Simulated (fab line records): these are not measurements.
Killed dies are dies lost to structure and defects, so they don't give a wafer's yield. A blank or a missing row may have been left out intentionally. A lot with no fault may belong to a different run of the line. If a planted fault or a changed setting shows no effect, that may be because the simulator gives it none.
Chamber matching	flow nandHarc	NHARC_A_CHANNEL_FILL_D1_ETCHBACK_19 on rieSi-04: 4 sister chambers
The step etches the open film in HBr/Cl2, target depth 5 nm, time 1.7 s. 4 wafers are shown with their chamber, then 7 later ones without.

## WAFERS PAIRED WITH THEIR CHAMBERS
wafer	chamber	oesProductAu (a.u.)
L076.5	0	0.996
L088.3	3	0.986
L090.1	2	0.997
L090.3	1	1.020

## WAFERS MISSING THEIR CHAMBER
wafer	oesProductAu (a.u.)
L090.4	0.991
L094.1	0.993
L094.2	0.990
L094.3	0.981
L096.3	0.997
L096.4	0.994
L096.6	0.998

## EACH ONE'S CHAMBER
wafer	from the rows above	in truth
L090.4	can't be placed: 0 or 3 or 2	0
L094.1	can't be placed: 0 or 2 or 3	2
L094.2	can't be placed: 3 or 0 or 2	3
L094.3	3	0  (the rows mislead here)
L096.3	can't be placed: 2 or 0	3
L096.4	can't be placed: 0 or 2 or 3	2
L096.6	can't be placed: 2 or 0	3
Correctly placed: 0 of 7. Not placeable from these rows: 6 (in 4, the candidates include the true chamber). Number placed wrongly: 1.
How it was worked out, from the rows above alone: a wafer's distance from a chamber is the root of the sum, over the readings, of the square of ((its reading less the chamber's mean) divided by the reading's scatter). The wafer belongs to the nearest chamber; if the next one is less than 2 further off, it can't be placed. A chamber's mean is the mean of its shown wafers. The scatter: with one shown wafer a chamber, the root of the mean of the squares of how far each hidden wafer lies from its nearest shown one.
